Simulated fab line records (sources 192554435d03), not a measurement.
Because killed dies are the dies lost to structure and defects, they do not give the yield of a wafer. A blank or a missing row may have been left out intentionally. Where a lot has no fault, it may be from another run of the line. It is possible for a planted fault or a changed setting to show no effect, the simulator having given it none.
fab line records -- flow n5_finfet
record: lots: 4, wafers: 10, last_day: 18
route steps=1938 shown BEOL_M11@1566 BEOL_M12@1602 BEOL_M15@1830
lots that met no fault: taken from a fault-free run of the same line
start_h: hours from the record's first day to the start of the lot's first wafer shown -- wait_h: time in hours since the lot's previous step -- " repeats the value in the row above -- L1.1+2: several wafers, shown together as one row -- - value missing, or start not given -- * or withheld: withheld -- < > ~ a bound
route shown NAME@n: names a module that has steps shown in the file, with the first one's number in the route -- usual: mean and standard deviation over wafers with no fault -- same: alike in all rows -- chamber/n: place in a boat -- sites: each site's reading -- _std_site: the values' standard deviation -- _edge_site: the outer-site mean with the inner-site mean subtracted -- radius_mm: how far each site lies from the wafer's centre -- mask NAME#n: copy n -- behind: tool/chamber where the wafer was last shaped -- hold: the reason the lot was held/the length of the hold in hours/how it ended -- device: transistor that didn't switch, given as n, p or np -- end of line: tests run on the same wafers once the route is complete -- a step with no rows: only its recipe -- killed: at the first sort, the dies lost to defects and structure; wafer yield is something else -- map: shows each die of a wafer: x if killed, . if not, _ if none is there
set.NAME: the setting the step ran with; set.NAME@STEP: the setting that earlier step ran with -- model.NAME: the simulator's own value behind a step, which no gauge read
lots seen at some steps along the route; tables by step, rows by wafer
services: when a tool's chamber went out of use (start_h, in hours from the record's first day, below 0 if earlier), for how many hours, and the reason
== steps ==
step: N5_BEOL_M11_PEB_26
recipe: peb_temp_c: withheld, peb_time_s: 60, resist: CAR-ArF
step: N5_BEOL_M11_DEVELOP_27
recipe: develop_time_s: 30, developer: TMAH, resist: CAR-ArF, rinse_liquid: diw, dry: air_spin, dev_temp_c: 23
step: N5_BEOL_M11_DESCUM_33
recipe: chemistry: O2, time_s: 7.9, source_power_w: 50, bias_power_w: 20, pressure_mtorr: 20, rf_frequency_hz: 2.712e+07, temp_c: 40, resist: CAR-ArF, o2_flow_sccm: 225
step: N5_BEOL_M11_ETCH_65
recipe: chemistry: CF4, target: SiARC, target_depth_a: 390, mask_material: CAR-ArF, time_s: 65, ion_energy_ev: 80, pressure_mtorr: 40, source_w: 545, bias_w: 36, Ar_flow_sccm: 100, cf4_flow_sccm: 100, ends: cleared
step: N5_BEOL_M11_ETCH_66
recipe: chemistry: N2/H2, target: SOC, target_depth_a: 1200, overetch_a: 240, mask_material: SiARC, temp_c: 40, time_s: 180, ion_energy_ev: 200, pressure_mtorr: 30, source_w: 840, bias_w: 150, n2_flow_sccm: 200, h2_flow_sccm: 200
step: N5_BEOL_M11_STRIP_69
recipe: chemistry: N2/H2, temp_c: 40, n2_flow_sccm: 200, h2_flow_sccm: 200, rf_frequency_hz: 6e+07
step: N5_BEOL_M11_VIA_ETCH_34
recipe: chemistry: C4F6/O2, target: SiCOH_lowk, target_depth_a: 1845, mask_material: SOC, taper_deg: 4, time_s: 69.2, ion_energy_ev: 250, pressure_mtorr: 30, source_w: 345, bias_w: 185, Ar_flow_sccm: 300, C4F6_flow_sccm: 10, O2_flow_sccm: 10
step: N5_BEOL_M11_STRIP_73
recipe: chemistry: C4F6/O2, resist: SiARC, rf_frequency_hz: 6e+07
step: N5_BEOL_M11_STRIP_36
recipe: chemistry: N2/H2, power_w: 450, temp_c: 40, pressure_mtorr: 20, rf_frequency_hz: 6e+07, overash_fraction: 0.3, bias_power_w: 7, h2_frac: 0.5, n2_flow_sccm: 200, h2_flow_sccm: 200
step: N5_BEOL_M11_TRENCH_ETCH_37
recipe: chemistry: C4F6/O2, target_depth_a: 1488.3, target: SiCOH_lowk, time_s: 48, ion_energy_ev: 250, pressure_mtorr: 30, source_w: 345, bias_w: 185, Ar_flow_sccm: 300, C4F6_flow_sccm: 10, O2_flow_sccm: 10
usual: chamber_pressure_mTorr: 30.000/0.025, drypump_motor_current_A: 5.6/0.42, mfc_ar_sccm: 299.9/0.93, oes_f_703_au: 0.79/0.096, oes_product_au: 0.79/0.084, rf_fwd_power_W: 340.9/1.4, rf_vpp_V: 671/29, run_length_s: 71.4/0.41, showerhead_plenum_p_Torr: 2.84/0.095, throttle_valve_pct: 21.01/0.18
lot.wafer,tool,chamber,start_h,wait_h,chamber_pressure_mTorr,drypump_motor_current_A,mfc_ar_sccm,oes_f_703_au,oes_product_au,rf_fwd_power_W,rf_hours_counter_h,rf_vpp_V,run_length_s,showerhead_plenum_p_Torr,throttle_valve_pct,model.BEOL_M11.feature_depth_nm,model.etch.depth_nm,model.TiN_of_BEOL_M11_HM_DEP_02.thk_nm
L386.2,rie_diel-06,0,292.91,-,29.983,5.2,300.9,0.75,0.77,341.1,111,662,71.2,2.74,20.76,143.2,143.3,15.8
L386.3,rie_diel-06,1,292.91,-,29.997,5.7,300.6,0.67,0.72,340.8,213,714,71.0,2.79,21.01,152.6,152.6,15.4
L386.5,rie_diel-06,0,292.91,-,30.029,5.2,301.1,0.75,0.78,341.7,-,662,71.5,2.74,20.77,143.2,143.2,15.8
L388.4,rie_diel-03,0,305.56,-,29.989,5.1,299.7,0.65,0.70,340.0,-,714,71.7,2.83,21.16,145.6,145.6,15.4
L388.5,rie_diel-03,1,305.56,-,30.010,5.4,300.3,0.79,0.83,341.4,-,719,71.2,3.01,21.08,145.2,145.2,15.4
L388.6,rie_diel-03,3,305.56,-,29.978,6.3,300.0,0.82,0.85,338.9,-,660,71.6,2.91,21.33,152.8,152.9,15.2
L399.2,rie_diel-06,0,366.96,-,29.986,5.2,299.6,0.73,0.76,342.7,129,662,83.1,2.73,20.80,177.8,177.8,14.8
L399.4,rie_diel-06,1,366.96,-,30.031,5.7,298.2,0.66,0.71,340.2,232,715,71.7,2.78,21.06,150.4,150.5,15.4
L400.4,rie_diel-06,3,380.60,-,29.976,6.2,301.1,0.78,0.79,341.4,99,677,70.7,2.89,21.04,146.4,146.4,15.6
L400.6,rie_diel-06,0,380.60,-,30.032,5.2,301.0,0.73,0.74,341.3,-,661,83.1,2.73,20.80,175.2,175.3,14.8
step: N5_BEOL_M11_ETCH_41
recipe: chemistry: CH3F/O2, target: SiCN, target_depth_a: 426, taper_deg: 2, time_s: 86, ion_energy_ev: 120, mask_material: TiN, pressure_mtorr: 30, source_w: 395, bias_w: 75, Ar_flow_sccm: 150, CH3F_flow_sccm: 30, O2_flow_sccm: 20
step: N5_BEOL_M11_STRIP_77
recipe: chemistry: N2/H2, time_s: 10, power_w: 450, temp_c: 40, pressure_mtorr: 20, rf_frequency_hz: 6e+07, bias_power_w: 7, n2_flow_sccm: 200, h2_flow_sccm: 200
step: N5_BEOL_M11_OCD_MEAS_38
usual: trench_depth_nm: 148/3.6
lot.wafer,tool,chamber,start_h,wait_h,trench_depth_nm
L386.2,ocd-02,-,293.10,-,143
L386.3,ocd-02,-,293.10,-,153
L386.5,ocd-02,-,293.10,-,143
L388.4,ocd-01,-,305.73,-,145
L388.5,ocd-01,-,305.73,-,145
L388.6,ocd-01,-,305.73,-,153
L399.2,ocd-01,-,367.14,-,178
L399.4,ocd-01,-,367.14,-,150
L400.4,ocd-01,-,380.78,-,147
L400.6,ocd-01,-,380.78,-,175
step: N5_BEOL_M11_HM_STRIP_39
recipe: chemistry: peroxide_tin_strip, material: TiN, target_depth_a: 250, temp_c: 50, time_s: 158
step: N5_BEOL_M11_SRD_40
recipe: time_s: 30, temp_c: 23, rinse_liquid: diw, dry: ipa_marangoni
step: N5_BEOL_M11_PRECLEAN_42
recipe: chemistry: residue_remover, time_s: 60, temp_c: 40
step: N5_BEOL_M11_SRD_43
recipe: time_s: 30, temp_c: 23, rinse_liquid: diw, dry: ipa_marangoni
step: N5_BEOL_M11_CURE_72
recipe: temp_c: 370, time_s: 120, ambient: DMADMS/He, material: SiCOH_lowk
step: N5_BEOL_M11_DEGAS_44
recipe: ambient: vacuum, temp_c: 250, time_s: 60
step: N5_BEOL_M11_PRE_CLEAN_45
recipe: gas: H2/He, time_s: 30, temp_c: 250
step: N5_BEOL_M11_ALD_74
recipe: material: TaN, target_thk_a: 20, temp_c: 275, ald_precursor_family: PDMAT, ald_co_reactant: NH3, pressure_torr: 3, carrier_flow_sccm: 1500, pulse_time_s: 2, purge_time_s: 3, co_reactant_purge_time_s: 2, co_reactant_pulse_time_s: 3, ald_cycles: 40, precursor_vessel_temp_c: 75, precursor_vessel_pressure_torr: 26.25, precursor_vessel_carrier_sccm: 1000
step: N5_BEOL_M11_SURFACE_TREAT_76
recipe: gas: Ar, time_s: *, ion_energy_ev: *, ion_current_ma_cm2: 0.5, pressure_mtorr: *, ar_flow_sccm: 30
step: N5_BEOL_M11_CVD_75
recipe: material: Co, target_thk_a: 20, temp_c: withheld, precursor: CCTBA/H2, pressure_torr: 30, time_s: 138.9
step: N5_BEOL_M11_SPUTTER_48
recipe: material: Cu, target_thk_a: 120, temp_c: -20, bias_v: 60, power_w: 26000, chamber_pressure_pa: 0.13, time_s: 2
step: N5_BEOL_M11_ECD_50
recipe: material: Cu, target_thk_a: 3180
step: N5_BEOL_M11_ANNEAL_51
recipe: temp_c: 225, time_s: 90, ambient: N2
step: N5_BEOL_M11_CMP_52
recipe: stop_on: SiCOH_lowk, t_overpolish_s: 7, down_force_psi: 1, platen_rpm: 50, clearing_platen_down_force_psi: 1.5, clearing_platen_rpm: 50, post_cmp_clean: cu_alkaline, target_thk_nm: 140, clearing_platen_pad_velocity_m_s: 0.99484, pad_velocity_m_s: 0.99484
usual: motor_current_A: 6.2/0.72
lot.wafer,tool,chamber,start_h,wait_h,motor_current_A,model.Cu_of_BEOL_M11_ECD_50.thk_nm
L386.3,cmp-03,3,295.47,0.2,5.9,142.8
L386.2,cmp-03,2,295.47,0.2,6.2,133.2
L386.5,cmp-03,3,295.47,0.2,6.1,134
L388.4,cmp-02,2,307.90,0.2,5.9,136.8
L388.5,cmp-02,1,307.90,0.2,7.1,138.6
L388.6,cmp-02,2,307.90,0.2,6.5,143.8
L399.4,cmp-03,0,371.12,0.2,7.3,141.8
L399.2,cmp-03,1,371.12,0.2,5.9,170.4
L400.4,cmp-04,3,383.56,0.2,6.3,134.4
L400.6,cmp-04,2,383.56,0.2,5.8,164.6
step: N5_BEOL_M11_THK_MEAS_53
recipe: thk_meas_gauge: xrf, reads: Cu_of_BEOL_M11_ECD_50
usual: M11_THK: 139/4.1
lot.wafer,tool,chamber,start_h,wait_h,M11_THK[nm]
L386.2,film_metro-02,-,295.77,-,133
L386.3,film_metro-02,-,295.77,-,143
L386.5,film_metro-02,-,295.77,-,134
L388.4,film_metro-02,-,308.16,-,136
L388.5,film_metro-02,-,308.16,-,138
L388.6,film_metro-02,-,308.16,-,144
L399.2,film_metro-01,-,371.41,-,171
L399.4,film_metro-01,-,371.41,-,143
L400.4,film_metro-01,-,383.78,-,134
L400.6,film_metro-01,-,383.78,-,163
step: N5_BEOL_M11_PRE_CLEAN_55
recipe: gas: NH3, time_s: 15, temp_c: withheld, rf_power_w: 300
step: N5_BEOL_M11_DEP_56
recipe: material: SiCN, target_thk_a: 300, temp_c: withheld, precursor: 3MS/NH3, pressure_torr: 3, rf_w: 675, time_s: 10.5
step: N5_BEOL_M11_RS_MEAS_57
recipe: thk_meas_gauge: four-point-probe, reads: Cu_of_BEOL_M11_ECD_50+Co_of_BEOL_M11_CVD_75+TaN_of_BEOL_M11_ALD_74
usual: M11_RS: 0.153/0.0048
lot.wafer,tool,chamber,start_h,wait_h,M11_RS[ohm/sq]
L386.2,film_metro-01,-,295.89,0.0,0.160
L386.3,film_metro-01,-,295.89,0.0,0.148
L386.5,film_metro-01,-,295.89,0.0,0.159
L388.4,film_metro-01,-,308.28,0.0,0.155
L388.5,film_metro-01,-,308.28,0.0,0.153
L388.6,film_metro-01,-,308.28,0.0,0.146
L399.2,film_metro-02,-,371.54,0.0,0.121
L399.4,film_metro-02,-,371.54,0.0,0.149
L400.4,film_metro-02,-,383.91,0.0,0.158
L400.6,film_metro-02,-,383.91,0.0,0.126
step: N5_BEOL_M12_ILD_DEP_00
recipe: material: SiOC, target_thk_a: 6589.2, temp_c: 350, precursor: DEMS/O2, pressure_torr: 5, rf_w: 500, time_s: 130.7
step: N5_BEOL_M12_COAT_58
recipe: resist: BARC, temp_c: 205, time_s: 60, spin_rpm: 1500, resist_thk_nm: 89
step: N5_BEOL_M12_COAT_04
recipe: spin_rpm: 1625, resist_thk_nm: 400
step: N5_BEOL_M12_EBR_06
recipe: solvent: PGMEA, ebr_width_mm: 1.5
step: N5_BEOL_M12_SOFTBAKE_05
recipe: temp_c: 130, time_s: 60
step: N5_BEOL_M15_RC_MEAS_101
usual: etest_temp_c: 24.99/0.12, COMB_M10: 1.43e-11/2.9e-12, COMB_M12: 6.1e-12/1.4e-12, COMB_M13: 4.5e-12/1.2e-12, COMB_M14: 3.4e-12/9.4e-13, COMB_M15: 2.3e-12/8.5e-13, COMB_M5: 3.6e-11/8.3e-12, COMB_M6: 2.6e-11/5.8e-12, COMB_M7: 2.6e-11/5.4e-12, COMB_M8: 2.6e-11/5.5e-12, COMB_M9: 1.44e-11/2.9e-12, SERP_M10: 3.09/0.11, SERP_M11: 3.11/0.11, SERP_M11_max_site: 3.20/0.12, SERP_M12: 0.637/0.02, SERP_M13: 0.311/0.0072, SERP_M14: 0.163/0.0067, SERP_M5: 38.4/2.4, SERP_M6: 14.1/0.82, SERP_M7: 14.2/0.83, SERP_M8: 14.0/0.65, SERP_M9: 3.12/0.12
lot.wafer,tool,chamber,start_h,wait_h,etest_temp_c,COMB_M10[S/m],COMB_M12[S/m],COMB_M13[S/m],COMB_M14[S/m],COMB_M15[S/m],COMB_M5[S/m],COMB_M6[S/m],COMB_M7[S/m],COMB_M8[S/m],COMB_M9[S/m],SERP_M10[ohm/um],SERP_M11[ohm/um],SERP_M11_max_site[ohm/um],SERP_M12[ohm/um],SERP_M13[ohm/um],SERP_M14[ohm/um],SERP_M5[ohm/um],SERP_M6[ohm/um],SERP_M7[ohm/um],SERP_M8[ohm/um],SERP_M9[ohm/um]
L386.2,prober-01,0,325.85,0.5,25.16,1.51e-11,5.4e-12,4.8e-12,2.7e-12,1.2e-12,5e-11,2.3e-11,3.9e-11,2.9e-11,1.21e-11,3.05,3.33,3.37,0.624,0.314,0.156,36.8,14.2,14.4,12.8,3.30
L386.3,prober-01,0,325.85,0.5,25.05,1.82e-11,4.8e-12,4.7e-12,2.6e-12,1.5e-12,4e-11,2.6e-11,3.1e-11,2.6e-11,9.3e-12,3.27,3.05,3.09,0.657,0.318,0.168,37.0,14.4,14.7,14.1,2.93
L386.5,prober-01,0,325.85,0.5,25.10,1.66e-11,7.2e-12,7e-12,2.9e-12,1.3e-12,4.2e-11,1.5e-11,2.7e-11,2.1e-11,1.22e-11,2.98,3.15,3.20,0.615,0.312,0.169,35.9,15.1,15.4,13.5,2.97
L388.4,prober-02,0,334.81,0.5,25.17,1.54e-11,7.2e-12,3.8e-12,3.6e-12,1.8e-12,4.1e-11,2.3e-11,3.8e-11,2.8e-11,2.18e-11,2.97,3.19,3.23,0.675,0.308,0.165,40.6,14.4,13.6,14.2,3.04
L388.5,prober-02,0,334.81,0.5,25.12,1.26e-11,7.9e-12,5.6e-12,6.3e-12,2.8e-12,3.1e-11,2.8e-11,2.2e-11,2.1e-11,1.83e-11,3.07,3.12,3.22,0.670,0.314,0.169,42.1,15.5,13.0,13.4,3.24
L388.6,prober-02,0,334.81,0.5,25.10,1.31e-11,6.9e-12,4.1e-12,3.1e-12,3.1e-12,3.2e-11,2.8e-11,2.4e-11,2.8e-11,2.01e-11,3.11,3.00,3.05,0.648,0.314,0.161,38.5,13.8,14.0,13.3,3.13
L399.2,prober-02,0,395.37,0.2,24.88,1.34e-11,9.2e-12,4.8e-12,3.5e-12,2.7e-12,3.9e-11,2.2e-11,1.6e-11,2.4e-11,1.11e-11,3.05,2.54,2.60,0.643,0.303,0.155,44.8,15.0,14.0,14.2,2.99
L399.4,prober-02,0,395.37,0.2,24.76,1.48e-11,7e-12,6.1e-12,4.8e-12,3.5e-12,3.4e-11,3e-11,2.5e-11,2.5e-11,1.48e-11,3.18,3.07,3.12,0.635,0.314,0.157,38.9,13.7,14.0,14.1,3.01
L400.4,prober-02,0,411.02,0.5,25.01,1.04e-11,6.3e-12,5.5e-12,3.6e-12,3.6e-12,3.4e-11,2.7e-11,1.9e-11,2.9e-11,1.83e-11,3.24,3.07,3.17,0.642,0.319,0.153,39.1,15.3,14.1,14.2,3.07
L400.6,prober-02,0,411.02,0.5,25.01,1.21e-11,7.8e-12,7.3e-12,3.7e-12,2.9e-12,3.2e-11,2.7e-11,3e-11,2.4e-11,1.76e-11,3.03,2.58,2.65,0.637,0.317,0.154,42.5,15.3,14.6,13.7,2.95
sites SERP_M11 radius_mm=0,75,75,75,75,140,140,140,140
L386.2 3.37 3.36 3.35 3.33 3.36 3.21 3.21 3.20 3.22
L388.4 3.23 3.19 3.22 3.23 3.20 3.11 3.05 3.07 3.08
L399.2 2.59 2.57 2.54 2.60 2.56 2.41 2.43 2.44 2.39
L400.4 3.12 3.12 3.17 3.07 3.11 3.00 3.07 2.98 3.05
== services ==
tool,chamber,start_h,hours,kind
cmp-04,-,269.35,4.0,pm
rie_diel-06,2,272.21,-,clean
rie_diel-06,2,272.21,-,consumable_replace:focus_ring
rie_diel-06,2,272.21,23.9,scheduled_down
rie_diel-06,2,272.21,23.9,vent_cycle
cmp-04,-,273.35,-,consumable_replace:conditioner
cmp-04,-,273.35,-,consumable_replace:pad
cmp-03,-,281.13,8.0,repair
cmp-04,-,284.46,6.0,pm
rie_diel-03,2,296.51,115.9,repair
cmp-02,-,303.32,1.6,repair
cmp-02,-,307.52,0.3,repair
cmp-02,-,315.83,4.0,pm
cmp-02,-,319.83,-,consumable_replace:conditioner
cmp-02,-,319.83,-,consumable_replace:pad
cmp-02,-,319.83,4.8,pm
cmp-04,-,330.87,1.7,repair
rie_diel-06,-,340.42,15.6,pm
cmp-03,-,350.24,3.0,pm
cmp-03,-,373.46,4.0,pm
cmp-04,-,376.54,3.9,repair
cmp-03,-,377.46,-,consumable_replace:conditioner
cmp-03,-,377.46,-,consumable_replace:pad
== key ==
first_sign: step: N5_BEOL_M11_TRENCH_ETCH_37, reading: run_length_s, direction: up, sigmas: 29, usual: *, struck: *
effect: step: N5_BEOL_M11_OCD_MEAS_38, reading: trench_depth_nm, direction: up, sigmas: 8, usual: 148, struck: 176
effect: step: N5_BEOL_M11_THK_MEAS_53, reading: M11_THK, direction: up, sigmas: 7, usual: 139, struck: 167
effect: step: N5_BEOL_M11_RS_MEAS_57, reading: M11_RS, direction: down, sigmas: 6.1, usual: 0.153, struck: 0.124
effect: step: N5_BEOL_M15_RC_MEAS_101, reading: SERP_M11, direction: down, sigmas: 5, usual: 3.11, struck: 2.56
model_effect: step: N5_BEOL_M11_TRENCH_ETCH_37, value: BEOL_M11.feature_depth_nm, without: 141.6, struck: 176.5
model_effect: step: N5_BEOL_M11_CMP_52, value: Cu_of_BEOL_M11_ECD_50.thk_nm, without: 132.6, struck: 167.5
met_at N5_BEOL_M11_TRENCH_ETCH_37
struck_wafers L399.2,L400.6
onset_between 292.91 366.96
fault: kind: process_parameter_drift, tool: rie_diel-06, chamber: -, onset_h: 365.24, steps: N5_BEOL_M11_TRENCH_ETCH_37, channel: time_s, offset: *, shape: step, end_h: 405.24, scope: struck_wafers_only, acts_in: *, stated: *
